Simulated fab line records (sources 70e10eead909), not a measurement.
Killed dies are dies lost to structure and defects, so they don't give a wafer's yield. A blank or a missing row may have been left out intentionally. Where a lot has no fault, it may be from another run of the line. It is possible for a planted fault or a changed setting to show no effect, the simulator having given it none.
fab line records + flow nand-harc
record
- lots=7
- wafers=19
- last-day=25
route steps=1159 shown A_CHANNEL_HOLE_D1@484 A_CHANNEL_FILL_D1@490 END@1159
lots with no fault: from the same line, run without faults
start-h: hours from the record's opening day to when the first of the lot's shown wafers began + wait-h: hours from the lot's prior step to this one + " identical to the entry in the row above + L1.1+2: a single row standing in for several wafers + - either no value or no given start + * or withheld: withheld + < > ~ a bound
route shown NAME@n: a module of which the file shows steps, and the number in the route of the first + usual: mean/standard deviation taken from wafers without a fault + same: alike in all rows + chamber/n: place in a boat + sites: the reading at each site + _std_site: the standard deviation of these + _edge_site: mean of outer sites minus mean of inner sites + radius-mm: how far each site lies from the wafer's centre + mask NAME#n: copy n + behind: the most recent tool/chamber to have shaped the wafer + hold: why the lot was held/for how many hours/how that ended + device: the n, p or np transistor that did not switch + end of line: the tests these same wafers got at the end of their route + for a step that has no rows: nothing shown but its recipe + killed: dies lost to structure and defects at the first sort, not the wafer's yield + map: a wafer's dies, marking killed ones x, the rest . and places with no die _
set.NAME: the setting the step ran with; set.NAME@STEP: the setting that earlier step ran with + model.NAME: the simulator's own value behind a step, which no gauge read
lots at some steps of the route; a table a step, a row a wafer
services: a tool's chamber out of use, with start hour (start-h, from the record's first day; less than 0 if before it), hours out, and reason
## steps
# step NHARC_A_CHANNEL_HOLE_D1_STRIP_27
# recipe
- o2-flow-sccm=500
- ar-flow-sccm=0
- bias-w=0
- chemistry=O2
# usual
- drypump-motor-current-A=5.7/0.51
- oes-product-au=1.004/0.013
- rf-vpp-V=57.8/0.87
- showerhead-plenum-p-Torr=3.53/0.12
- throttle-valve-pct=17.036/0.0095
| lot.wafer | tool        | chamber | start-h | wait-h | drypump-motor-current-A | oes-product-au | rf-hours-counter-h | rf-vpp-V | showerhead-plenum-p-Torr | throttle-valve-pct |
|-----------|-------------|---------|---------|--------|-------------------------|----------------|--------------------|----------|--------------------------|--------------------|
| L896.2    | rie-diel-06 | 1       | -       | -      | 5.7                     | 1.006          | 10                 | 56.6     | 3.35                     | 17.046             |
| L896.1    | "           | 2       | "       | "      | 6.1                     | 0.994          | 10                 | 57.6     | 3.39                     | 17.033             |
| L896.4    | "           | 3       | "       | "      | 5.2                     | 1.027          | 10                 | 58.5     | 3.62                     | 17.040             |
| L905.3    | rie-diel-06 | 1       | -       | -      | 5.7                     | 1.009          | 0                  | 57.9     | 3.35                     | 17.008             |
| L905.4    | "           | 2       | "       | "      | 6.1                     | 0.992          | 0                  | 57.6     | 3.39                     | 17.046             |
| L905.5    | "           | 0       | "       | "      | 5.0                     | 1.017          | -                  | 58.3     | 3.58                     | 17.047             |
| L907.4    | rie-diel-12 | 1       | -       | -      | 6.5                     | 1.002          | 4                  | 58.4     | 3.66                     | 17.038             |
| L907.6    | "           | 3       | "       | "      | 6.2                     | 1.001          | -                  | 58.0     | 3.49                     | 17.018             |
| L909.4    | rie-diel-09 | 2       | -       | -      | 6.5                     | 0.995          | -                  | 57.5     | 3.48                     | 17.039             |
| L909.5    | "           | 1       | "       | "      | 5.8                     | 0.995          | -                  | 56.6     | 3.56                     | 17.034             |
| L911.2    | rie-diel-06 | 0       | -       | -      | 5.0                     | 1.017          | 3                  | 57.6     | 3.58                     | 17.046             |
| L911.1    | "           | 1       | "       | "      | 5.7                     | 0.996          | 3                  | 57.0     | 3.35                     | 17.040             |
| L911.4    | "           | 2       | "       | "      | 6.1                     | 0.982          | 2                  | 57.8     | 3.39                     | 17.041             |
| L916.3    | rie-diel-12 | 2       | -       | -      | 5.0                     | 0.996          | 7                  | 58.7     | 3.47                     | 17.035             |
| L916.4    | "           | 0       | "       | "      | 6.0                     | 1.015          | 8                  | 58.8     | 3.62                     | 17.037             |
| L916.2    | "           | 1       | "       | "      | 6.5                     | 1.009          | 6                  | 57.1     | 3.66                     | 17.037             |
| L915.1    | rie-diel-06 | 0       | -       | -      | 5.0                     | 1.020          | 5                  | 58.4     | 3.58                     | 17.042             |
| L915.2    | "           | 1       | "       | "      | 5.7                     | 1.015          | 5                  | 56.3     | 3.35                     | 17.041             |
| L915.4    | "           | 2       | "       | "      | 6.1                     | 0.991          | 4                  | 57.6     | 3.39                     | 17.025             |
# step NHARC_A_CHANNEL_HOLE_D1_PRECLEAN_28
# recipe
- time-s=*
- temp-c=50
- bath-age-min=0
- chemistry=SC1
# step NHARC_A_CHANNEL_HOLE_D1_SRD_29
# step NHARC_A_CHANNEL_HOLE_D1_CD_MEAS_30
# usual
- cd-nm=90.5/1.6
| lot.wafer | tool      | chamber | start-h | wait-h | cd-nm |
|-----------|-----------|---------|---------|--------|-------|
| L896.1    | cd-sem-02 | -       | 202.12  | -      | 90.3  |
| L896.2    | "         | -       | "       | "      | 91.0  |
| L896.4    | "         | -       | "       | "      | 89.9  |
| L905.3    | cd-sem-02 | -       | 256.19  | -      | 89.4  |
| L905.4    | "         | -       | "       | "      | 87.5  |
| L905.5    | "         | -       | "       | "      | 87.9  |
| L907.4    | cd-sem-01 | -       | 264.40  | -      | 90.0  |
| L907.6    | "         | -       | "       | "      | 92.5  |
| L909.4    | cd-sem-01 | -       | 264.98  | -      | 88.9  |
| L909.5    | "         | -       | "       | "      | 89.1  |
| L911.1    | cd-sem-03 | -       | 286.17  | -      | 89.5  |
| L911.2    | "         | -       | "       | "      | 91.1  |
| L911.4    | "         | -       | "       | "      | 90.6  |
| L916.2    | cd-sem-01 | -       | 313.09  | -      | 89.8  |
| L916.3    | "         | -       | "       | "      | 91.6  |
| L916.4    | "         | -       | "       | "      | 91.7  |
| L915.1    | cd-sem-03 | -       | 321.43  | -      | 89.0  |
| L915.2    | "         | -       | "       | "      | 87.5  |
| L915.4    | "         | -       | "       | "      | 93.0  |
# step NHARC_A_CHANNEL_HOLE_D1_XSEM_31
# recipe
- landing-energy-ev=35000
# step NHARC_A_CHANNEL_HOLE_D1_INSPECT_40
# usual
- raw-defect-count=56/14
| lot.wafer | tool              | chamber | start-h | wait-h | raw-defect-count |
|-----------|-------------------|---------|---------|--------|------------------|
| L896.1    | defect-inspect-01 | -       | 202.30  | -      | 47               |
| L896.2    | "                 | -       | "       | "      | 53               |
| L896.4    | "                 | -       | "       | "      | 30               |
| L905.3    | defect-inspect-01 | -       | 256.39  | -      | 38               |
| L905.4    | "                 | -       | "       | "      | 52               |
| L905.5    | "                 | -       | "       | "      | 28               |
| L907.4    | defect-inspect-01 | -       | 264.58  | -      | 29               |
| L907.6    | "                 | -       | "       | "      | 36               |
| L909.4    | defect-inspect-01 | -       | 265.15  | -      | 72               |
| L909.5    | "                 | -       | "       | "      | 102              |
| L911.1    | defect-inspect-01 | -       | 286.36  | -      | 41               |
| L911.2    | "                 | -       | "       | "      | 43               |
| L911.4    | "                 | -       | "       | "      | 44               |
| L916.2    | defect-inspect-01 | -       | 313.27  | -      | 44               |
| L916.3    | "                 | -       | "       | "      | 47               |
| L916.4    | "                 | -       | "       | "      | 58               |
| L915.1    | defect-inspect-01 | -       | 321.62  | -      | 46               |
| L915.2    | "                 | -       | "       | "      | 45               |
| L915.4    | "                 | -       | "       | "      | 61               |
# step NHARC_A_CHANNEL_FILL_D1_PRECLEAN_00
# recipe
- time-s=*
- temp-c=50
- bath-age-min=0
- chemistry=SC1
# step NHARC_A_CHANNEL_FILL_D1_SRD_01
# step NHARC_A_CHANNEL_FILL_D1_ALD_02
# recipe
- target-thk-a=60
- pulse-time-s=10
- ald-cycles=60
- temp-c=300
- material=SiO2
# usual
- ald-cycles=60/0
- heater-power-w=485/57
- precursor-pulse-height-rel=0.999/0.016
| lot.wafer | tool      | chamber | start-h | wait-h | ald-cycles | heater-power-w | precursor-pulse-height-rel |
|-----------|-----------|---------|---------|--------|------------|----------------|----------------------------|
| L896.1    | ald-hk-01 | 1       | 202.57  | -      | 60         | 418            | 0.979                      |
| L896.2    | "         | 2       | "       | "      | 60         | 470            | 0.984                      |
| L896.4    | "         | 3       | "       | "      | 60         | 434            | 1.010                      |
| L905.4    | ald-hk-02 | 0       | 256.65  | -      | 60         | 481            | 0.998                      |
| L905.3    | "         | 1       | "       | "      | 60         | 478            | 0.995                      |
| L905.5    | "         | 0       | "       | "      | 60         | 483            | 1.020                      |
| L907.4    | ald-hk-01 | 2       | 266.94  | -      | 60         | 459            | 1.015                      |
| L907.6    | "         | 3       | "       | "      | 60         | 446            | 0.973                      |
| L909.4    | ald-hk-04 | 3       | 267.14  | -      | 60         | 446            | 1.018                      |
| L909.5    | "         | 3       | "       | "      | 60         | 451            | 1.015                      |
| L911.4    | ald-hk-01 | 3       | 286.60  | 0.1    | 60         | 444            | 0.987                      |
| L911.2    | "         | 0       | "       | "      | 60         | 443            | 1.007                      |
| L911.1    | "         | 2       | "       | "      | 60         | 453            | 0.981                      |
| L916.3    | ald-hk-02 | 0       | 313.54  | -      | 60         | 473            | 0.977                      |
| L916.4    | "         | 1       | "       | "      | 60         | 462            | 0.982                      |
| L916.2    | "         | 2       | "       | "      | 60         | 604            | 1.025                      |
| L915.4    | ald-hk-01 | 2       | 323.29  | -      | 60         | 449            | 0.999                      |
| L915.1    | "         | 3       | "       | "      | 60         | 449            | 0.990                      |
| L915.2    | "         | 0       | "       | "      | 60         | 461            | 0.973                      |
# step NHARC_A_CHANNEL_FILL_D1_ALD_03
# recipe
- target-thk-a=60
- pulse-time-s=60
- ald-cycles=58
- temp-c=630
- pressure-torr=2
- material=SiNx
# usual
- ald-cycles=58/0
- precursor-pulse-height-rel=0.998/0.02
| lot.wafer | tool             | chamber | start-h | wait-h | ald-cycles | precursor-pulse-height-rel |
|-----------|------------------|---------|---------|--------|------------|----------------------------|
| L896.1    | ald-sin-batch-02 | 0       | -       | -      | 58         | 1.021                      |
| L896.2    | "                | 0       | "       | "      | 58         | 0.981                      |
| L896.4    | "                | 0       | "       | "      | 58         | 1.019                      |
| L905.3    | ald-sin-batch-01 | 0       | -       | -      | 58         | 0.956                      |
| L905.4    | "                | 0       | "       | "      | 58         | 0.966                      |
| L905.5    | "                | 0       | "       | "      | 58         | 0.965                      |
| L907.4    | ald-sin-batch-02 | 0       | -       | -      | 58         | 1.003                      |
| L907.6    | "                | 0       | "       | "      | 58         | 0.982                      |
| L909.4    | ald-sin-batch-02 | 0       | -       | -      | 58         | 1.011                      |
| L909.5    | "                | 0       | "       | "      | 58         | 0.964                      |
| L911.1    | ald-sin-batch-02 | 0       | -       | -      | 58         | 0.986                      |
| L911.2    | "                | 0       | "       | "      | 58         | 1.023                      |
| L911.4    | "                | 0       | "       | "      | 58         | 1.017                      |
| L916.2    | ald-sin-batch-02 | 0       | -       | -      | 58         | 1.026                      |
| L916.3    | "                | 0       | "       | "      | 58         | 1.006                      |
| L916.4    | "                | 0       | "       | "      | 58         | 0.978                      |
| L915.1    | ald-sin-batch-01 | 0       | -       | -      | 58         | 1.002                      |
| L915.2    | "                | 0       | "       | "      | 58         | 0.998                      |
| L915.4    | "                | 0       | "       | "      | 58         | 0.987                      |
# step NHARC_A_CHANNEL_FILL_D1_ALD_14
# recipe
- target-thk-a=25
- pulse-time-s=10
- ald-cycles=25
- temp-c=300
- material=SiO2
# usual
- ald-cycles=25/0
- heater-power-w=473/57
- precursor-pulse-height-rel=0.997/0.021
| lot.wafer | tool      | chamber | start-h | wait-h | ald-cycles | heater-power-w | precursor-pulse-height-rel |
|-----------|-----------|---------|---------|--------|------------|----------------|----------------------------|
| L896.1    | ald-hk-04 | 2       | 209.48  | 0.0    | 25         | 414            | 0.973                      |
| L896.2    | "         | 0       | "       | "      | 25         | 443            | 0.993                      |
| L896.4    | "         | 1       | "       | "      | 25         | 497            | 0.959                      |
| L905.3    | ald-hk-04 | 1       | 266.96  | 3.4    | 25         | 498            | 0.998                      |
| L905.4    | "         | 3       | "       | "      | 25         | 451            | 0.990                      |
| L905.5    | "         | 0       | "       | "      | 25         | 439            | 0.957                      |
| L909.4    | ald-hk-01 | 3       | 274.02  | 0.1    | 25         | 432            | 0.995                      |
| L909.5    | "         | 2       | "       | "      | 25         | 445            | 1.019                      |
| L907.4    | ald-hk-01 | 1       | 274.46  | 0.6    | 25         | 409            | 0.992                      |
| L907.6    | "         | 1       | "       | "      | 25         | 416            | 0.984                      |
| L911.2    | ald-hk-04 | 0       | 294.12  | 0.0    | 25         | 435            | 1.001                      |
| L911.4    | "         | 1       | "       | "      | 25         | 509            | 0.991                      |
| L911.1    | "         | 3       | "       | "      | 25         | 442            | 0.975                      |
| L916.2    | ald-hk-04 | 0       | 320.47  | 0.1    | 25         | 449            | 0.967                      |
| L916.3    | "         | 2       | "       | "      | 25         | 422            | 0.978                      |
| L916.4    | "         | 3       | "       | "      | 25         | 445            | 0.965                      |
| L915.1    | ald-hk-04 | 2       | 330.37  | 0.0    | 25         | 415            | 0.991                      |
| L915.2    | "         | 3       | "       | "      | 25         | 455            | 1.012                      |
| L915.4    | "         | 0       | "       | "      | 25         | 435            | 1.002                      |
# step NHARC_A_CHANNEL_FILL_D1_ALD_15
# recipe
- target-thk-a=20
- pulse-time-s=60
- ald-cycles=19
- temp-c=630
- pressure-torr=2
- material=SiNx
# usual
- ald-cycles=19/0
- precursor-pulse-height-rel=1.000/0.019
| lot.wafer | tool             | chamber | start-h | wait-h | ald-cycles | precursor-pulse-height-rel |
|-----------|------------------|---------|---------|--------|------------|----------------------------|
| L896.1    | ald-sin-batch-01 | 0       | -       | -      | 19         | 1.030                      |
| L896.2    | "                | 0       | "       | "      | 19         | 0.994                      |
| L896.4    | "                | 0       | "       | "      | 19         | 1.026                      |
| L905.3    | ald-sin-batch-01 | 0       | -       | -      | 19         | 0.946                      |
| L905.4    | "                | 0       | "       | "      | 19         | 0.982                      |
| L905.5    | "                | 0       | "       | "      | 19         | 1.014                      |
| L907.4    | ald-sin-batch-03 | 0       | 277.29  | 2.8    | 19         | 0.984                      |
| L907.6    | "                | 0       | "       | "      | 19         | 0.986                      |
| L909.4    | ald-sin-batch-03 | 0       | 277.29  | 3.2    | 19         | 0.988                      |
| L909.5    | "                | 0       | "       | "      | 19         | 0.997                      |
| L911.1    | ald-sin-batch-01 | 0       | -       | -      | 19         | 0.968                      |
| L911.2    | "                | 0       | "       | "      | 19         | 0.989                      |
| L911.4    | "                | 0       | "       | "      | 19         | 0.971                      |
| L916.2    | ald-sin-batch-02 | 0       | -       | -      | 19         | 0.986                      |
| L916.3    | "                | 0       | "       | "      | 19         | 0.974                      |
| L916.4    | "                | 0       | "       | "      | 19         | 0.986                      |
| L915.1    | ald-sin-batch-01 | 0       | -       | -      | 19         | 1.000                      |
| L915.2    | "                | 0       | "       | "      | 19         | 0.959                      |
| L915.4    | "                | 0       | "       | "      | 19         | 0.998                      |
# step NHARC_A_CHANNEL_FILL_D1_ALD_16
# recipe
- target-thk-a=15
- pulse-time-s=10
- ald-cycles=15
- temp-c=300
- material=SiO2
# usual
- ald-cycles=15/0
- heater-power-w=474/56
- precursor-pulse-height-rel=1.001/0.018
| lot.wafer | tool      | chamber | start-h | wait-h | ald-cycles | heater-power-w | precursor-pulse-height-rel |
|-----------|-----------|---------|---------|--------|------------|----------------|----------------------------|
| L896.4    | ald-hk-02 | 3       | 214.69  | 0.1    | 15         | 501            | 0.968                      |
| L896.1    | "         | 0       | "       | "      | 15         | 484            | 0.997                      |
| L896.2    | "         | 2       | "       | "      | 15         | 628            | 0.972                      |
| L905.4    | ald-hk-02 | 0       | 272.22  | 0.1    | 15         | 479            | 0.999                      |
| L905.3    | "         | 2       | "       | "      | 15         | 616            | 0.999                      |
| L905.5    | "         | 1       | "       | "      | 15         | 478            | 1.007                      |
| L907.4    | ald-hk-02 | 1       | 279.81  | 0.5    | 13         | 476            | 0.970                      |
| L907.6    | "         | 3       | "       | "      | 13         | 498            | 1.002                      |
| L909.4    | ald-hk-02 | 0       | 279.92  | 0.6    | 13         | 489            | 1.031                      |
| L909.5    | "         | 0       | "       | "      | 15         | 481            | 1.020                      |
| L911.4    | ald-hk-02 | 2       | 299.55  | 0.3    | 13         | 611            | 1.003                      |
| L911.2    | "         | 3       | "       | "      | 15         | 513            | 0.990                      |
| L911.1    | "         | 0       | "       | "      | 15         | 454            | 0.996                      |
| L916.4    | ald-hk-04 | 3       | 328.69  | 3.0    | 15         | 445            | 1.010                      |
| L916.2    | "         | 0       | "       | "      | 15         | 432            | 0.985                      |
| L916.3    | "         | 2       | "       | "      | 15         | 424            | 1.011                      |
| L915.1    | ald-hk-04 | 2       | 335.57  | 0.0    | 15         | 419            | 1.023                      |
| L915.4    | "         | 3       | "       | "      | 15         | 445            | 0.999                      |
| L915.2    | "         | 1       | "       | "      | 15         | 498            | 0.996                      |
# step NHARC_A_CHANNEL_FILL_D1_ANNEAL_17
# recipe
- temp-c=850
- time-s=1800
# step NHARC_END_SORT_01
# recipe
- temp-c=25
# usual
- killed-at-array=27/11
- killed-at-other=0.7/1.1
- killed-at-periphery=3.6/2.4
- killed-dies=32/11
- killed-open=3.3/1.8
- killed-short=2.1/1.5
# same
- gross-dies=677
| lot.wafer | tool      | chamber | start-h | wait-h | killed-at-array | killed-at-other | killed-at-periphery | killed-dies | killed-open | killed-short |
|-----------|-----------|---------|---------|--------|-----------------|-----------------|---------------------|-------------|-------------|--------------|
| L905.3    | prober-01 | 0       | 511.52  | 3.1    | 39              | 0               | 3                   | 42          | 0           | 2            |
| L905.4    | prober-01 | 0       | 512.32  | 3.4    | 30              | 0               | 0                   | 30          | 4           | 0            |
| L905.5    | prober-01 | 0       | 513.12  | 3.7    | 29              | 0               | 2                   | 31          | 5           | 0            |
| L907.4    | prober-01 | 0       | 527.90  | 3.4    | 8               | 0               | 1                   | 9           | 2           | 0            |
| L907.6    | prober-01 | 0       | 529.48  | 3.9    | 12              | 0               | 1                   | 13          | 2           | 2            |
| L911.1    | prober-01 | 0       | 560.21  | 2.5    | 27              | 0               | 5                   | 32          | 0           | 0            |
| L911.2    | prober-01 | 0       | 561.01  | 2.8    | 24              | 0               | 5                   | 29          | 3           | 1            |
| L911.4    | prober-01 | 0       | 562.61  | 3.4    | 35              | 1               | 8                   | 44          | 6           | 0            |
| L916.2    | prober-01 | 0       | 574.63  | 2.8    | 36              | 0               | 4                   | 40          | 2           | 2            |
| L916.3    | prober-01 | 0       | 575.42  | 3.1    | 26              | 1               | 3                   | 30          | 1           | 2            |
| L916.4    | prober-01 | 0       | 576.21  | 3.4    | 26              | 0               | 2                   | 28          | 3           | 1            |
| L915.1    | prober-01 | 0       | 589.07  | 2.6    | 20              | 2               | 4                   | 26          | 2           | 3            |
| L915.2    | prober-01 | 0       | 589.88  | 2.9    | 12              | 5               | 3                   | 20          | 3           | 2            |
| L915.4    | prober-01 | 0       | 591.50  | 3.5    | 19              | 4               | 2                   | 25          | 3           | 1            |
# killed by level:class
L905.3 A_SLIT:chamber-film-flake=23 A_CONTACT:chamber-film-flake=10 A_CHANNEL_HOLE_D1:chamber-film-flake=4 P_ZERO_WELL:geometric-particle:short=1 A_CONTACT:geometric-particle:short=1 P_ZERO_WELL:chamber-film-flake=1 P_M1:chamber-film-flake=1 A_STAIRCASE:chamber-film-flake=1
L905.4 A_SLIT:chamber-film-flake=10 A_CONTACT:chamber-film-flake=9 A_CHANNEL_HOLE_D1:chamber-film-flake=4 A_STAIRCASE:chamber-film-flake=3 A_ONON_D1:geometric-particle:open=1 A_CHANNEL_HOLE_D1:geometric-particle:open=1 A_WL_FILL:geometric-particle:open=1 A_BLC:geometric-particle:open=1
L905.5 A_SLIT:chamber-film-flake=14 A_CONTACT:chamber-film-flake=8 A_M0:geometric-particle:open=2 A_STAIRCASE:chamber-film-flake=2 P_GATE:geometric-particle:open=1 A_ONON_D1:geometric-particle:open=1 A_WL_FILL:geometric-particle:open=1 P_M1:chamber-film-flake=1
L907.4 A_CONTACT:chamber-film-flake=3 A_CONTACT:geometric-particle:open=1 A_BLC:geometric-particle:open=1 P_GATE:chamber-film-flake=1 A_CHANNEL_HOLE_D1:chamber-film-flake=1 A_STAIRCASE:chamber-film-flake=1 A_WL_FILL:chamber-film-flake=1
L907.6 A_CONTACT:chamber-film-flake=3 A_CHANNEL_HOLE_D1:chamber-film-flake=3 A_CONTACT:geometric-particle:open=2 A_STAIRCASE:chamber-film-flake=2 P_M0:geometric-particle:short=1 A_M0:geometric-particle:short=1 A_WL_FILL:chamber-film-flake=1
L911.1 A_SLIT:chamber-film-flake=11 A_CONTACT:chamber-film-flake=7 P_GATE:chamber-film-flake=4 A_CHANNEL_HOLE_D1:chamber-film-flake=4 A_ZERO_WELL:chamber-film-flake=3 P_STI:chamber-film-flake=1 A_WL_FILL:chamber-film-flake=1 A_M1:chamber-film-flake=1
L911.2 A_SLIT:chamber-film-flake=12 A_CONTACT:chamber-film-flake=5 A_CHANNEL_HOLE_D1:chamber-film-flake=4 P_GATE:chamber-film-flake=2 P_M0:geometric-particle:short=1 P_M0:geometric-particle:open=1 A_BLC:geometric-particle:open=1 A_M0:geometric-particle:open=1
L911.4 A_SLIT:chamber-film-flake=21 A_CONTACT:chamber-film-flake=6 P_STI:chamber-film-flake=4 A_CHANNEL_HOLE_D1:chamber-film-flake=4 P_GATE:chamber-film-flake=2 P_CONTACT:geometric-particle:open=1 P_M0:geometric-particle:open=1 A_ONON_D1:geometric-particle:open=1
L916.2 A_SLIT:chamber-film-flake=24 A_CHANNEL_HOLE_D1:chamber-film-flake=6 P_GATE:chamber-film-flake=3 A_WL_FILL:geometric-particle:short=2 A_SLIT:geometric-particle:open=1 A_WL_FILL:geometric-particle:open=1 P_ZERO_WELL:chamber-film-flake=1 A_ZERO_WELL:chamber-film-flake=1
L916.3 A_SLIT:chamber-film-flake=18 A_CHANNEL_HOLE_D1:chamber-film-flake=4 P_GATE:chamber-film-flake=2 P_GATE:geometric-particle:short=1 A_ONON_D1:geometric-particle:open=1 A_ONON_D1:geometric-particle:short=1 A_STAIRCASE:chamber-film-flake=1 A_WL_FILL:chamber-film-flake=1
L916.4 A_SLIT:chamber-film-flake=12 A_CHANNEL_HOLE_D1:chamber-film-flake=7 P_GATE:chamber-film-flake=2 A_SOURCE_PLATE:geometric-particle:short=1 A_WL_FILL:geometric-particle:open=1 A_CONTACT:geometric-particle:open=1 A_M0:geometric-particle:open=1 A_ZERO_WELL:chamber-film-flake=1
L915.1 A_CHANNEL_HOLE_D1:chamber-film-flake=7 A_CONTACT:chamber-film-flake=4 A_CHANNEL_FILL_D1:chamber-film-flake=3 P_STI:chamber-film-flake=2 A_STAIRCASE:chamber-film-flake=2 THIN_TSV:chamber-film-flake=2 P_M0:geometric-particle:short=1 A_CHANNEL_FILL_D1:geometric-particle:short=1
L915.2 THIN_TSV:chamber-film-flake=5 A_CHANNEL_FILL_D1:chamber-film-flake=4 A_CONTACT:chamber-film-flake=3 P_CONTACT:geometric-particle:open=1 A_WL_FILL:geometric-particle:short=1 A_CONTACT:geometric-particle:open=1 A_BLC:geometric-particle:short=1 A_M0:geometric-particle:open=1
L915.4 A_CHANNEL_HOLE_D1:chamber-film-flake=6 A_CONTACT:chamber-film-flake=5 THIN_TSV:chamber-film-flake=4 A_CHANNEL_FILL_D1:chamber-film-flake=3 P_M1:geometric-particle:open=1 A_CHANNEL_HOLE_D1:geometric-particle:open=1 A_WL_FILL:geometric-particle:short=1 A_CONTACT:geometric-particle:open=1
## services
| tool             | chamber | start-h | hours | kind       |
|------------------|---------|---------|-------|------------|
| rie-diel-09      | 2       | 184.47  | 6.7   | repair     |
| ald-hk-04        | -       | 187.27  | 10.0  | pm         |
| ald-hk-04        | 0       | 187.27  | 10.0  | vent-cycle |
| ald-hk-04        | 1       | 187.27  | 10.0  | vent-cycle |
| ald-hk-04        | 2       | 187.27  | 10.0  | vent-cycle |
| ald-hk-04        | 3       | 187.27  | 10.0  | vent-cycle |
| ald-hk-04        | 0       | 197.27  | -     | clean      |
| ald-hk-04        | 1       | 197.27  | -     | clean      |
| ald-hk-04        | 2       | 197.27  | -     | clean      |
| ald-hk-04        | 3       | 197.27  | -     | clean      |
| rie-diel-12      | -       | 202.43  | 9.0   | pm         |
| ald-hk-01        | -       | 206.34  | 0.9   | repair     |
| ald-hk-01        | -       | 216.59  | 1.0   | repair     |
| rie-diel-12      | 3       | 226.89  | 6.1   | repair     |
| ald-hk-01        | -       | 228.79  | 10.0  | pm         |
| rie-diel-06      | -       | 241.20  | 9.0   | pm         |
| rie-diel-09      | 3       | 250.30  | 11.4  | repair     |
| rie-diel-09      | 2       | 252.14  | 2.4   | repair     |
| rie-diel-09      | -       | 254.41  | 9.0   | pm         |
| rie-diel-09      | 0       | 276.41  | 15.2  | repair     |
| ald-hk-02        | -       | 285.12  | 10.0  | pm         |
| ald-sin-batch-03 | -       | 314.00  | 26.0  | pm         |
| ald-hk-01        | -       | 315.47  | 0.6   | repair     |
| rie-diel-09      | 1       | 330.57  | 2.4   | repair     |
## key
first-sign
- step=NHARC_A_CHANNEL_FILL_D1_ALD_16
- reading=ald-cycles
- direction=down
- sigmas=99+
- usual=15
- struck=13
effect none on later readings
met-at NHARC_A_CHANNEL_FILL_D1_ALD_16
struck-wafers L907.4,L907.6,L909.4,L911.4
tester-left-out L907,L909,L911
fault
- kind=process-parameter-drift
- tool=ald-hk-02
- chamber=-
- onset-h=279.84
- steps=NHARC_A_CHANNEL_FILL_D1_ALD_16
- channel=ald-cycles
- offset=-2
- shape=step
- end-h=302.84
- scope=struck-wafers-only
- acts-in=these-recipes-only
- stated=15
# tester-left-out: of these lots the tester's yield and bins aren't shown, on N5 and GAA mostly nor the transistor test; their killed dies are dies lost to structure and defects alone, not to doping, threshold or leakage, so they don't give the yield
